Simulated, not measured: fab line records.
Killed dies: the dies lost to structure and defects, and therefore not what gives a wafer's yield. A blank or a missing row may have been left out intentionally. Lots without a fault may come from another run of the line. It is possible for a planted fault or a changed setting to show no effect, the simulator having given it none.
Which of the tools did it? || flow n5-finfet || 24 lots, 72 wafers sampled, at 4 steps of a route of 1938

WHAT THE GAUGES READ, wafer by wafer
N5_BEOL_M5_CD_MEAS_35: target cd 28 nm, target cd y 24 nm.
{"lot": "L074", "measured": "day 8 11:51", "on": "cd-sem-03", "cd-nm (nm)": "27.9 29.0 28.7"}
{"lot": "L075", "measured": "day 8 11:52", "on": "cd-sem-03", "cd-nm (nm)": "27.4 28.2 27.7"}
{"lot": "L076", "measured": "day 8 17:02", "on": "cd-sem-02", "cd-nm (nm)": "27.4 28.4 27.8"}
{"lot": "L077", "measured": "day 8 21:18", "on": "cd-sem-01", "cd-nm (nm)": "28.2 28.2 28.9"}
{"lot": "L078", "measured": "day 9 01:18", "on": "cd-sem-01", "cd-nm (nm)": "28.3 27.8 28.0"}
{"lot": "L079", "measured": "day 9 11:48", "on": "cd-sem-03", "cd-nm (nm)": "27.7 27.6 28.0"}
{"lot": "L081", "measured": "day 9 17:42", "on": "cd-sem-01", "cd-nm (nm)": "28.3 28.0 27.5"}
{"lot": "L080", "measured": "day 9 20:38", "on": "cd-sem-01", "cd-nm (nm)": "27.5 27.6 27.5"}
{"lot": "L083", "measured": "day 10 04:14", "on": "cd-sem-01", "cd-nm (nm)": "28.8 28.5 28.2"}
{"lot": "L082", "measured": "day 10 13:12", "on": "cd-sem-02", "cd-nm (nm)": "27.9 28.3 28.1"}
{"lot": "L084", "measured": "day 10 15:31", "on": "cd-sem-01", "cd-nm (nm)": "27.9 28.2 27.8"}
{"lot": "L085", "measured": "day 10 18:36", "on": "cd-sem-01", "cd-nm (nm)": "28.2 28.3 28.2"}
{"lot": "L087", "measured": "day 11 02:52", "on": "cd-sem-02", "cd-nm (nm)": "28.4 28.3 27.9"}
{"lot": "L086", "measured": "day 11 03:31", "on": "cd-sem-03", "cd-nm (nm)": "27.5 27.8 28.1"}
{"lot": "L088", "measured": "day 11 20:50", "on": "cd-sem-03", "cd-nm (nm)": "28.4 28.6 27.6"}
{"lot": "L090", "measured": "day 11 22:37", "on": "cd-sem-01", "cd-nm (nm)": "28.5 28.2 27.5"}
{"lot": "L089", "measured": "day 12 00:16", "on": "cd-sem-03", "cd-nm (nm)": "28.9 27.3 28.2"}
{"lot": "L091", "measured": "day 12 16:56", "on": "cd-sem-03", "cd-nm (nm)": "28.9 28.7 28.2"}
{"lot": "L093", "measured": "day 12 17:23", "on": "cd-sem-02", "cd-nm (nm)": "28.1 28.2 28.2"}
{"lot": "L094", "measured": "day 12 23:17", "on": "cd-sem-01", "cd-nm (nm)": "28.4 28.5 28.0"}
{"lot": "L092", "measured": "day 12 23:40", "on": "cd-sem-03", "cd-nm (nm)": "28.2 27.7 27.9"}
{"lot": "L095", "measured": "day 13 02:48", "on": "cd-sem-03", "cd-nm (nm)": "27.9 28.1 28.2"}
{"lot": "L096", "measured": "day 13 18:32", "on": "cd-sem-03", "cd-nm (nm)": "28.3 28.5 28.0"}
{"lot": "L097", "measured": "day 14 07:57", "on": "cd-sem-02", "cd-nm (nm)": "27.7 28.2 27.6"}

TOOL THAT RAN EACH LOT (tool first, then ch and the chambers of the sampled wafers, then the start)
{"lot": "L074", "N5_BEOL_M5_STRIP_19": "rie-diel-01 ch 0,3, day 8 08:41", "N5_BEOL_M5_DESCUM_33": "rie-diel-02 ch 0,3, day 8 11:17", "N5_BEOL_M5_ETCH_41": "rie-diel-02 ch 0,3, day 8 11:51 or earlier"}
{"lot": "L075", "N5_BEOL_M5_STRIP_19": "rie-diel-06 ch 0,1,3, day 8 08:49", "N5_BEOL_M5_DESCUM_33": "rie-diel-06 ch 0,1, day 8 11:17", "N5_BEOL_M5_ETCH_41": "rie-diel-06 ch 0,1, day 8 11:52 or earlier"}
{"lot": "L076", "N5_BEOL_M5_STRIP_19": "rie-diel-06 ch 1,2,3, day 8 12:20", "N5_BEOL_M5_DESCUM_33": "rie-diel-02 ch 0,2, day 8 16:28", "N5_BEOL_M5_ETCH_41": "rie-diel-02 ch 0,2, day 8 17:02 or earlier"}
{"lot": "L077", "N5_BEOL_M5_STRIP_19": "rie-diel-02 ch 0,2, day 8 18:17", "N5_BEOL_M5_DESCUM_33": "rie-diel-02 ch 0,1,2, day 8 20:44", "N5_BEOL_M5_ETCH_41": "rie-diel-02 ch 0,1,2, day 8 21:18 or earlier"}
{"lot": "L078", "N5_BEOL_M5_STRIP_19": "rie-diel-06 ch 0,2, day 8 21:48", "N5_BEOL_M5_DESCUM_33": "rie-diel-02 ch 1,2,3, day 9 00:44", "N5_BEOL_M5_ETCH_41": "rie-diel-02 ch 1,2,3, day 9 01:18 or earlier"}
{"lot": "L079", "N5_BEOL_M5_STRIP_19": "rie-diel-06 ch 0,1,3, day 9 07:38", "N5_BEOL_M5_DESCUM_33": "rie-diel-01 ch 0,1,2, day 9 11:14", "N5_BEOL_M5_ETCH_41": "rie-diel-01 ch 0,1,2, day 9 11:48 or earlier"}
{"lot": "L081", "N5_BEOL_M5_STRIP_19": "rie-diel-06 ch 0,3, day 9 16:37", "N5_BEOL_M5_DESCUM_33": "rie-diel-01 ch 1,3, day 9 17:07", "N5_BEOL_M5_ETCH_41": "rie-diel-01 ch 1,3, day 9 17:42 or earlier"}
{"lot": "L080", "N5_BEOL_M5_STRIP_19": "rie-diel-01 ch 0,2,3, day 9 19:32", "N5_BEOL_M5_DESCUM_33": "rie-diel-02 ch 0,1,2, day 9 20:04", "N5_BEOL_M5_ETCH_41": "rie-diel-02 ch 0,1,3, day 9 20:38 or earlier"}
{"lot": "L083", "N5_BEOL_M5_STRIP_19": "rie-diel-01 ch 0,1,2, day 10 00:59", "N5_BEOL_M5_DESCUM_33": "rie-diel-01 ch 0,1,2, day 10 03:40", "N5_BEOL_M5_ETCH_41": "rie-diel-01 ch 0,1,2, day 10 04:14 or earlier"}
{"lot": "L082", "N5_BEOL_M5_STRIP_19": "rie-diel-06 ch 0,1,3, day 10 10:37", "N5_BEOL_M5_DESCUM_33": "rie-diel-02 ch 1,3, day 10 12:37", "N5_BEOL_M5_ETCH_41": "rie-diel-02 ch 1,3, day 10 13:12 or earlier"}
{"lot": "L084", "N5_BEOL_M5_STRIP_19": "rie-diel-02 ch 0,1,3, day 10 14:08", "N5_BEOL_M5_DESCUM_33": "rie-diel-02 ch 0,2,3, day 10 14:50", "N5_BEOL_M5_ETCH_41": "rie-diel-02 ch 0,2,3, day 10 15:31 or earlier"}
{"lot": "L085", "N5_BEOL_M5_STRIP_19": "rie-diel-01 ch 1,2, day 10 17:31", "N5_BEOL_M5_DESCUM_33": "rie-diel-06 ch 0,1, day 10 18:01", "N5_BEOL_M5_ETCH_41": "rie-diel-06 ch 0,1, day 10 18:36 or earlier"}
{"lot": "L087", "N5_BEOL_M5_STRIP_19": "rie-diel-02 ch 0,2, day 11 01:35", "N5_BEOL_M5_DESCUM_33": "rie-diel-06 ch 0,1, day 11 02:17", "N5_BEOL_M5_ETCH_41": "rie-diel-06 ch 0,1, day 11 02:52 or earlier"}
{"lot": "L086", "N5_BEOL_M5_STRIP_19": "rie-diel-06 ch 1,2,3, day 11 01:55", "N5_BEOL_M5_DESCUM_33": "rie-diel-02 ch 1,2, day 11 02:56", "N5_BEOL_M5_ETCH_41": "rie-diel-02 ch 1,2, day 11 03:31 or earlier"}
{"lot": "L088", "N5_BEOL_M5_STRIP_19": "rie-diel-01 ch 0,1,3, day 11 19:45", "N5_BEOL_M5_DESCUM_33": "rie-diel-01 ch 0,1,2, day 11 20:16", "N5_BEOL_M5_ETCH_41": "rie-diel-01 ch 0,1,2, day 11 20:50 or earlier"}
{"lot": "L090", "N5_BEOL_M5_STRIP_19": "rie-diel-02 ch 0,2, day 11 21:07", "N5_BEOL_M5_DESCUM_33": "rie-diel-01 ch 0,1,2, day 11 22:02", "N5_BEOL_M5_ETCH_41": "rie-diel-01 ch 0,1,2, day 11 22:37 or earlier"}
{"lot": "L089", "N5_BEOL_M5_STRIP_19": "rie-diel-01 ch 0,1,2, day 11 22:26", "N5_BEOL_M5_DESCUM_33": "rie-diel-02 ch 0,2, day 11 23:41", "N5_BEOL_M5_ETCH_41": "rie-diel-02 ch 0,2, day 12 00:16 or earlier"}
{"lot": "L091", "N5_BEOL_M5_STRIP_19": "rie-diel-01 ch 0,1, day 12 14:40", "N5_BEOL_M5_DESCUM_33": "rie-diel-01 ch 1,2, day 12 16:21", "N5_BEOL_M5_ETCH_41": "rie-diel-01 ch 1,2, day 12 16:56 or earlier"}
{"lot": "L093", "N5_BEOL_M5_STRIP_19": "rie-diel-02 ch 1,2,3, day 12 15:50", "N5_BEOL_M5_DESCUM_33": "rie-diel-02 ch 0,1,3, day 12 16:49", "N5_BEOL_M5_ETCH_41": "rie-diel-02 ch 0,1,3, day 12 17:23 or earlier"}
{"lot": "L094", "N5_BEOL_M5_STRIP_19": "rie-diel-02 ch 1,2, day 12 22:02", "N5_BEOL_M5_DESCUM_33": "rie-diel-01 ch 2,3, day 12 22:43", "N5_BEOL_M5_ETCH_41": "rie-diel-01 ch 2,3, day 12 23:17 or earlier"}
{"lot": "L092", "N5_BEOL_M5_STRIP_19": "rie-diel-06 ch 1,2,3, day 12 22:14", "N5_BEOL_M5_DESCUM_33": "rie-diel-06 ch 0,3, day 12 23:06", "N5_BEOL_M5_ETCH_41": "rie-diel-06 ch 0,3, day 12 23:40 or earlier"}
{"lot": "L095", "N5_BEOL_M5_STRIP_19": "rie-diel-02 ch 0,2,3, day 12 23:28", "N5_BEOL_M5_DESCUM_33": "rie-diel-02 ch 0,1, day 13 02:14", "N5_BEOL_M5_ETCH_41": "rie-diel-02 ch 0,1, day 13 02:48 or earlier"}
{"lot": "L096", "N5_BEOL_M5_STRIP_19": "rie-diel-01 ch 1,3, day 13 17:20", "N5_BEOL_M5_DESCUM_33": "rie-diel-06 ch 2,3, day 13 17:58", "N5_BEOL_M5_ETCH_41": "rie-diel-06 ch 2,3, day 13 18:32 or earlier"}
{"lot": "L097", "N5_BEOL_M5_STRIP_19": "rie-diel-01 ch 0,1, day 14 02:44", "N5_BEOL_M5_DESCUM_33": "rie-diel-01 ch 0,2, day 14 07:22", "N5_BEOL_M5_ETCH_41": "rie-diel-01 ch 0,2, day 14 07:57 or earlier"}
- N5_BEOL_M5_STRIP_19: strips in O2.
- N5_BEOL_M5_DESCUM_33: chemistry O2, time 7 s.
- N5_BEOL_M5_ETCH_41: etches SiCN in CH3F/O2, target depth 31.5 nm, time 56.7 s.

WHAT THE TOOLS THEMSELVES READ (means of the sampled wafers that have a number; where no wafer has one, the mark that the record gives instead)
N5_BEOL_M5_STRIP_19.
{"lot": "L074", "tool": "rie-diel-01", "drypump-motor-current-A (A)": 5.7, "oes-product-au (a.u.)": 0.81, "rf-vpp-V (V)": 3.8, "showerhead-plenum-p-Torr (Torr)": 2.08, "throttle-valve-pct (%)": 16.2}
{"lot": "L075", "tool": "rie-diel-06", "drypump-motor-current-A (A)": 6.3, "oes-product-au (a.u.)": 0.84, "rf-vpp-V (V)": 3.2, "showerhead-plenum-p-Torr (Torr)": 2.11, "throttle-valve-pct (%)": 16.7}
{"lot": "L076", "tool": "rie-diel-06", "drypump-motor-current-A (A)": 6.1, "oes-product-au (a.u.)": 0.84, "rf-vpp-V (V)": 4.2, "showerhead-plenum-p-Torr (Torr)": 2.05, "throttle-valve-pct (%)": 16.8}
{"lot": "L077", "tool": "rie-diel-02", "drypump-motor-current-A (A)": 5.6, "oes-product-au (a.u.)": 0.74, "rf-vpp-V (V)": 4.3, "showerhead-plenum-p-Torr (Torr)": 2.16, "throttle-valve-pct (%)": 16.8}
{"lot": "L078", "tool": "rie-diel-06", "drypump-motor-current-A (A)": 6.6, "oes-product-au (a.u.)": 0.70, "rf-vpp-V (V)": 3.2, "showerhead-plenum-p-Torr (Torr)": 2.13, "throttle-valve-pct (%)": 16.9}
{"lot": "L079", "tool": "rie-diel-06", "drypump-motor-current-A (A)": 6.4, "oes-product-au (a.u.)": 0.83, "rf-vpp-V (V)": 4.2, "showerhead-plenum-p-Torr (Torr)": 2.10, "throttle-valve-pct (%)": 16.6}
{"lot": "L081", "tool": "rie-diel-06", "drypump-motor-current-A (A)": 6.4, "oes-product-au (a.u.)": 0.76, "rf-vpp-V (V)": 3.9, "showerhead-plenum-p-Torr (Torr)": 2.14, "throttle-valve-pct (%)": 16.7}
{"lot": "L080", "tool": "rie-diel-01", "drypump-motor-current-A (A)": 5.7, "oes-product-au (a.u.)": 0.75, "rf-vpp-V (V)": 3.6, "showerhead-plenum-p-Torr (Torr)": 2.02, "throttle-valve-pct (%)": 16.4}
{"lot": "L083", "tool": "rie-diel-01", "drypump-motor-current-A (A)": 5.5, "oes-product-au (a.u.)": 0.76, "rf-vpp-V (V)": 3.9, "showerhead-plenum-p-Torr (Torr)": 2.09, "throttle-valve-pct (%)": 16.5}
{"lot": "L082", "tool": "rie-diel-06", "drypump-motor-current-A (A)": 6.4, "oes-product-au (a.u.)": 0.82, "rf-vpp-V (V)": 3.8, "showerhead-plenum-p-Torr (Torr)": 2.10, "throttle-valve-pct (%)": 16.7}
{"lot": "L084", "tool": "rie-diel-02", "drypump-motor-current-A (A)": 5.9, "oes-product-au (a.u.)": 0.75, "rf-vpp-V (V)": 3.7, "showerhead-plenum-p-Torr (Torr)": 2.13, "throttle-valve-pct (%)": 16.7}
{"lot": "L085", "tool": "rie-diel-01", "drypump-motor-current-A (A)": 5.5, "oes-product-au (a.u.)": 0.72, "rf-vpp-V (V)": 4.0, "showerhead-plenum-p-Torr (Torr)": 2.12, "throttle-valve-pct (%)": 16.9}
{"lot": "L087", "tool": "rie-diel-02", "drypump-motor-current-A (A)": 5.3, "oes-product-au (a.u.)": 0.76, "rf-vpp-V (V)": 3.8, "showerhead-plenum-p-Torr (Torr)": 2.13, "throttle-valve-pct (%)": 16.7}
{"lot": "L086", "tool": "rie-diel-06", "drypump-motor-current-A (A)": 6.1, "oes-product-au (a.u.)": 0.82, "rf-vpp-V (V)": 3.5, "showerhead-plenum-p-Torr (Torr)": 2.04, "throttle-valve-pct (%)": 16.8}
{"lot": "L088", "tool": "rie-diel-01", "drypump-motor-current-A (A)": 5.8, "oes-product-au (a.u.)": 0.72, "rf-vpp-V (V)": 3.4, "showerhead-plenum-p-Torr (Torr)": 2.09, "throttle-valve-pct (%)": 16.7}
{"lot": "L090", "tool": "rie-diel-02", "drypump-motor-current-A (A)": 5.6, "oes-product-au (a.u.)": 0.72, "rf-vpp-V (V)": 3.7, "showerhead-plenum-p-Torr (Torr)": 2.16, "throttle-valve-pct (%)": 16.8}
{"lot": "L089", "tool": "rie-diel-01", "drypump-motor-current-A (A)": 5.5, "oes-product-au (a.u.)": 0.75, "rf-vpp-V (V)": 4.0, "showerhead-plenum-p-Torr (Torr)": 2.08, "throttle-valve-pct (%)": 16.6}
{"lot": "L091", "tool": "rie-diel-01", "drypump-motor-current-A (A)": 5.6, "oes-product-au (a.u.)": 0.79, "rf-vpp-V (V)": 3.8, "showerhead-plenum-p-Torr (Torr)": 2.14, "throttle-valve-pct (%)": 16.4}
{"lot": "L093", "tool": "rie-diel-02", "drypump-motor-current-A (A)": 5.7, "oes-product-au (a.u.)": 0.76, "rf-vpp-V (V)": 4.0, "showerhead-plenum-p-Torr (Torr)": 2.11, "throttle-valve-pct (%)": 16.7}
{"lot": "L094", "tool": "rie-diel-02", "drypump-motor-current-A (A)": 5.3, "oes-product-au (a.u.)": 0.79, "rf-vpp-V (V)": 3.9, "showerhead-plenum-p-Torr (Torr)": 2.14, "throttle-valve-pct (%)": 16.6}
{"lot": "L092", "tool": "rie-diel-06", "drypump-motor-current-A (A)": 6.1, "oes-product-au (a.u.)": 0.80, "rf-vpp-V (V)": 3.7, "showerhead-plenum-p-Torr (Torr)": 2.04, "throttle-valve-pct (%)": 16.8}
{"lot": "L095", "tool": "rie-diel-02", "drypump-motor-current-A (A)": 5.7, "oes-product-au (a.u.)": 0.71, "rf-vpp-V (V)": 3.7, "showerhead-plenum-p-Torr (Torr)": 2.09, "throttle-valve-pct (%)": 16.8}
{"lot": "L096", "tool": "rie-diel-01", "drypump-motor-current-A (A)": 5.9, "oes-product-au (a.u.)": 0.86, "rf-vpp-V (V)": 3.5, "showerhead-plenum-p-Torr (Torr)": 2.22, "throttle-valve-pct (%)": 16.6}
{"lot": "L097", "tool": "rie-diel-01", "drypump-motor-current-A (A)": 5.6, "oes-product-au (a.u.)": 0.77, "rf-vpp-V (V)": 3.8, "showerhead-plenum-p-Torr (Torr)": 2.13, "throttle-valve-pct (%)": 16.4}

N5_BEOL_M5_DESCUM_33.
{"lot": "L074", "tool": "rie-diel-02", "drypump-motor-current-A (A)": 6.1, "oes-product-au (a.u.)": 0.71, "rf-vpp-V (V)": 243.2, "showerhead-plenum-p-Torr (Torr)": 2.05, "throttle-valve-pct (%)": 20.6}
{"lot": "L075", "tool": "rie-diel-06", "drypump-motor-current-A (A)": 6.6, "oes-product-au (a.u.)": 0.83, "rf-vpp-V (V)": 243.6, "showerhead-plenum-p-Torr (Torr)": 2.10, "throttle-valve-pct (%)": 20.4}
{"lot": "L076", "tool": "rie-diel-02", "drypump-motor-current-A (A)": 5.3, "oes-product-au (a.u.)": 0.78, "rf-vpp-V (V)": 243.6, "showerhead-plenum-p-Torr (Torr)": 2.13, "throttle-valve-pct (%)": 20.4}
{"lot": "L077", "tool": "rie-diel-02", "drypump-motor-current-A (A)": 5.5, "oes-product-au (a.u.)": 0.80, "rf-vpp-V (V)": 244.9, "showerhead-plenum-p-Torr (Torr)": 2.18, "throttle-valve-pct (%)": 20.3}
{"lot": "L078", "tool": "rie-diel-02", "drypump-motor-current-A (A)": 5.7, "oes-product-au (a.u.)": 0.80, "rf-vpp-V (V)": 243.1, "showerhead-plenum-p-Torr (Torr)": 2.11, "throttle-valve-pct (%)": 20.4}
{"lot": "L079", "tool": "rie-diel-01", "drypump-motor-current-A (A)": 5.5, "oes-product-au (a.u.)": 0.77, "rf-vpp-V (V)": 242.5, "showerhead-plenum-p-Torr (Torr)": 2.09, "throttle-valve-pct (%)": 20.3}
{"lot": "L081", "tool": "rie-diel-01", "drypump-motor-current-A (A)": 5.7, "oes-product-au (a.u.)": 0.71, "rf-vpp-V (V)": 243.0, "showerhead-plenum-p-Torr (Torr)": 2.12, "throttle-valve-pct (%)": 20.7}
{"lot": "L080", "tool": "rie-diel-02", "drypump-motor-current-A (A)": 5.6, "oes-product-au (a.u.)": 0.79, "rf-vpp-V (V)": 244.5, "showerhead-plenum-p-Torr (Torr)": 2.17, "throttle-valve-pct (%)": 20.3}
{"lot": "L083", "tool": "rie-diel-01", "drypump-motor-current-A (A)": 5.5, "oes-product-au (a.u.)": 0.76, "rf-vpp-V (V)": 243.1, "showerhead-plenum-p-Torr (Torr)": 2.08, "throttle-valve-pct (%)": 20.3}
{"lot": "L082", "tool": "rie-diel-02", "drypump-motor-current-A (A)": 5.9, "oes-product-au (a.u.)": 0.80, "rf-vpp-V (V)": 243.4, "showerhead-plenum-p-Torr (Torr)": 2.15, "throttle-valve-pct (%)": 20.2}
{"lot": "L084", "tool": "rie-diel-02", "drypump-motor-current-A (A)": 5.7, "oes-product-au (a.u.)": 0.73, "rf-vpp-V (V)": 242.8, "showerhead-plenum-p-Torr (Torr)": 2.09, "throttle-valve-pct (%)": 20.6}
{"lot": "L085", "tool": "rie-diel-06", "drypump-motor-current-A (A)": 6.7, "oes-product-au (a.u.)": 0.75, "rf-vpp-V (V)": 243.3, "showerhead-plenum-p-Torr (Torr)": 2.13, "throttle-valve-pct (%)": 20.6}
{"lot": "L087", "tool": "rie-diel-06", "drypump-motor-current-A (A)": 6.6, "oes-product-au (a.u.)": 0.82, "rf-vpp-V (V)": 243.1, "showerhead-plenum-p-Torr (Torr)": 2.10, "throttle-valve-pct (%)": 20.5}
{"lot": "L086", "tool": "rie-diel-02", "drypump-motor-current-A (A)": 5.5, "oes-product-au (a.u.)": 0.83, "rf-vpp-V (V)": 244.9, "showerhead-plenum-p-Torr (Torr)": 2.19, "throttle-valve-pct (%)": 20.2}
{"lot": "L088", "tool": "rie-diel-01", "drypump-motor-current-A (A)": 5.5, "oes-product-au (a.u.)": 0.75, "rf-vpp-V (V)": 242.8, "showerhead-plenum-p-Torr (Torr)": 2.08, "throttle-valve-pct (%)": 20.3}
{"lot": "L090", "tool": "rie-diel-01", "drypump-motor-current-A (A)": 5.6, "oes-product-au (a.u.)": 0.75, "rf-vpp-V (V)": 241.9, "showerhead-plenum-p-Torr (Torr)": 2.08, "throttle-valve-pct (%)": 20.3}
{"lot": "L089", "tool": "rie-diel-02", "drypump-motor-current-A (A)": 5.3, "oes-product-au (a.u.)": 0.76, "rf-vpp-V (V)": 244.8, "showerhead-plenum-p-Torr (Torr)": 2.12, "throttle-valve-pct (%)": 20.5}
{"lot": "L091", "tool": "rie-diel-01", "drypump-motor-current-A (A)": 5.4, "oes-product-au (a.u.)": 0.70, "rf-vpp-V (V)": 242.3, "showerhead-plenum-p-Torr (Torr)": 2.03, "throttle-valve-pct (%)": 20.5}
{"lot": "L093", "tool": "rie-diel-02", "drypump-motor-current-A (A)": 5.9, "oes-product-au (a.u.)": 0.73, "rf-vpp-V (V)": 243.8, "showerhead-plenum-p-Torr (Torr)": 2.12, "throttle-valve-pct (%)": 20.4}
{"lot": "L094", "tool": "rie-diel-01", "drypump-motor-current-A (A)": 5.8, "oes-product-au (a.u.)": 0.89, "rf-vpp-V (V)": 243.9, "showerhead-plenum-p-Torr (Torr)": 2.14, "throttle-valve-pct (%)": 20.1}
{"lot": "L092", "tool": "rie-diel-06", "drypump-motor-current-A (A)": 6.1, "oes-product-au (a.u.)": 0.80, "rf-vpp-V (V)": 242.9, "showerhead-plenum-p-Torr (Torr)": 2.09, "throttle-valve-pct (%)": 20.5}
{"lot": "L095", "tool": "rie-diel-02", "drypump-motor-current-A (A)": 5.8, "oes-product-au (a.u.)": 0.78, "rf-vpp-V (V)": 243.9, "showerhead-plenum-p-Torr (Torr)": 2.20, "throttle-valve-pct (%)": 20.2}
{"lot": "L096", "tool": "rie-diel-06", "drypump-motor-current-A (A)": 5.9, "oes-product-au (a.u.)": 0.80, "rf-vpp-V (V)": 241.4, "showerhead-plenum-p-Torr (Torr)": 2.03, "throttle-valve-pct (%)": 20.7}
{"lot": "L097", "tool": "rie-diel-01", "drypump-motor-current-A (A)": 5.5, "oes-product-au (a.u.)": 0.96, "rf-vpp-V (V)": 245.1, "showerhead-plenum-p-Torr (Torr)": 2.17, "throttle-valve-pct (%)": 19.8}

N5_BEOL_M5_ETCH_41.
{"lot": "L074", "tool": "rie-diel-02", "drypump-motor-current-A (A)": 6.1, "oes-product-au (a.u.)": 0.70, "rf-vpp-V (V)": 296.8, "showerhead-plenum-p-Torr (Torr)": 1.96, "throttle-valve-pct (%)": 16.49}
{"lot": "L075", "tool": "rie-diel-06", "drypump-motor-current-A (A)": 6.6, "oes-product-au (a.u.)": 0.82, "rf-vpp-V (V)": 296.7, "showerhead-plenum-p-Torr (Torr)": 1.99, "throttle-valve-pct (%)": 16.16}
{"lot": "L076", "tool": "rie-diel-02", "drypump-motor-current-A (A)": 5.3, "oes-product-au (a.u.)": 0.75, "rf-vpp-V (V)": 297.3, "showerhead-plenum-p-Torr (Torr)": 2.04, "throttle-valve-pct (%)": 16.32}
{"lot": "L077", "tool": "rie-diel-02", "drypump-motor-current-A (A)": 5.6, "oes-product-au (a.u.)": 0.78, "rf-vpp-V (V)": 298.8, "showerhead-plenum-p-Torr (Torr)": 2.07, "throttle-valve-pct (%)": 16.16}
{"lot": "L078", "tool": "rie-diel-02", "drypump-motor-current-A (A)": 5.7, "oes-product-au (a.u.)": 0.78, "rf-vpp-V (V)": 297.1, "showerhead-plenum-p-Torr (Torr)": 2.02, "throttle-valve-pct (%)": 16.30}
{"lot": "L079", "tool": "rie-diel-01", "drypump-motor-current-A (A)": 5.5, "oes-product-au (a.u.)": 0.77, "rf-vpp-V (V)": 297.3, "showerhead-plenum-p-Torr (Torr)": 2.00, "throttle-valve-pct (%)": 16.21}
{"lot": "L081", "tool": "rie-diel-01", "drypump-motor-current-A (A)": 5.7, "oes-product-au (a.u.)": 0.70, "rf-vpp-V (V)": 297.1, "showerhead-plenum-p-Torr (Torr)": 2.00, "throttle-valve-pct (%)": 16.42}
{"lot": "L080", "tool": "rie-diel-02", "drypump-motor-current-A (A)": 5.9, "oes-product-au (a.u.)": 0.76, "rf-vpp-V (V)": 298.4, "showerhead-plenum-p-Torr (Torr)": 2.03, "throttle-valve-pct (%)": 16.25}
{"lot": "L083", "tool": "rie-diel-01", "drypump-motor-current-A (A)": 5.5, "oes-product-au (a.u.)": 0.76, "rf-vpp-V (V)": 297.4, "showerhead-plenum-p-Torr (Torr)": 2.00, "throttle-valve-pct (%)": 16.22}
{"lot": "L082", "tool": "rie-diel-02", "drypump-motor-current-A (A)": 5.9, "oes-product-au (a.u.)": 0.81, "rf-vpp-V (V)": 298.0, "showerhead-plenum-p-Torr (Torr)": 2.05, "throttle-valve-pct (%)": 16.15}
{"lot": "L084", "tool": "rie-diel-02", "drypump-motor-current-A (A)": 5.7, "oes-product-au (a.u.)": 0.71, "rf-vpp-V (V)": 297.0, "showerhead-plenum-p-Torr (Torr)": 1.99, "throttle-valve-pct (%)": 16.43}
{"lot": "L085", "tool": "rie-diel-06", "drypump-motor-current-A (A)": 6.7, "oes-product-au (a.u.)": 0.74, "rf-vpp-V (V)": 297.2, "showerhead-plenum-p-Torr (Torr)": 2.02, "throttle-valve-pct (%)": 16.28}
{"lot": "L087", "tool": "rie-diel-06", "drypump-motor-current-A (A)": 6.6, "oes-product-au (a.u.)": 0.81, "rf-vpp-V (V)": 297.7, "showerhead-plenum-p-Torr (Torr)": 1.99, "throttle-valve-pct (%)": 16.18}
{"lot": "L086", "tool": "rie-diel-02", "drypump-motor-current-A (A)": 5.5, "oes-product-au (a.u.)": 0.82, "rf-vpp-V (V)": 298.2, "showerhead-plenum-p-Torr (Torr)": 2.09, "throttle-valve-pct (%)": 16.08}
{"lot": "L088", "tool": "rie-diel-01", "drypump-motor-current-A (A)": 5.5, "oes-product-au (a.u.)": 0.75, "rf-vpp-V (V)": 297.0, "showerhead-plenum-p-Torr (Torr)": 2.00, "throttle-valve-pct (%)": 16.26}
{"lot": "L090", "tool": "rie-diel-01", "drypump-motor-current-A (A)": 5.5, "oes-product-au (a.u.)": 0.76, "rf-vpp-V (V)": 297.6, "showerhead-plenum-p-Torr (Torr)": 2.00, "throttle-valve-pct (%)": 16.25}
{"lot": "L089", "tool": "rie-diel-02", "drypump-motor-current-A (A)": 5.3, "oes-product-au (a.u.)": 0.74, "rf-vpp-V (V)": 298.1, "showerhead-plenum-p-Torr (Torr)": 2.03, "throttle-valve-pct (%)": 16.37}
{"lot": "L091", "tool": "rie-diel-01", "drypump-motor-current-A (A)": 5.5, "oes-product-au (a.u.)": 0.70, "rf-vpp-V (V)": 298.0, "showerhead-plenum-p-Torr (Torr)": 1.94, "throttle-valve-pct (%)": 16.43}
{"lot": "L093", "tool": "rie-diel-02", "drypump-motor-current-A (A)": 5.9, "oes-product-au (a.u.)": 0.72, "rf-vpp-V (V)": 297.9, "showerhead-plenum-p-Torr (Torr)": 2.02, "throttle-valve-pct (%)": 16.30}
{"lot": "L094", "tool": "rie-diel-01", "drypump-motor-current-A (A)": 5.8, "oes-product-au (a.u.)": 0.88, "rf-vpp-V (V)": 299.2, "showerhead-plenum-p-Torr (Torr)": 2.04, "throttle-valve-pct (%)": 15.99}
{"lot": "L092", "tool": "rie-diel-06", "drypump-motor-current-A (A)": 6.1, "oes-product-au (a.u.)": 0.78, "rf-vpp-V (V)": 297.0, "showerhead-plenum-p-Torr (Torr)": 1.99, "throttle-valve-pct (%)": 16.31}
{"lot": "L095", "tool": "rie-diel-02", "drypump-motor-current-A (A)": 5.7, "oes-product-au (a.u.)": 0.78, "rf-vpp-V (V)": 298.0, "showerhead-plenum-p-Torr (Torr)": 2.09, "throttle-valve-pct (%)": 16.05}
{"lot": "L096", "tool": "rie-diel-06", "drypump-motor-current-A (A)": 5.8, "oes-product-au (a.u.)": 0.78, "rf-vpp-V (V)": 296.3, "showerhead-plenum-p-Torr (Torr)": 1.93, "throttle-valve-pct (%)": 16.43}
{"lot": "L097", "tool": "rie-diel-01", "drypump-motor-current-A (A)": 5.5, "oes-product-au (a.u.)": 0.96, "rf-vpp-V (V)": 299.4, "showerhead-plenum-p-Torr (Torr)": 2.10, "throttle-valve-pct (%)": 15.87}

THE ANSWER, worked out from the rows above alone
Rule: what is usual is taken from the lots themselves. The widest of any qualifying gaps counts: lots, ordered by their means at a reading, are off when they make up no more than a third of the lots, leave a main group of 4 or more, and stand apart from it by 3 or more times the standard deviation of that group's means. If all means in a main group match to the digits the tables above print for the reading, that group is not used. Also off: a lot with no number at a reading for which 4 or more lots have one. All remaining lots with rows at the step are treated as sound. First the gauges in route order, then the tools' own readings, where a lot's mean is used as printed above. The first step at which some lot is off is used, and at that step the reading that is off furthest; a lot without a number counts as furthest.
No lot is off at any reading shown: from this, nothing can be told.

WHAT THE SIMULATOR HAD INSERTED
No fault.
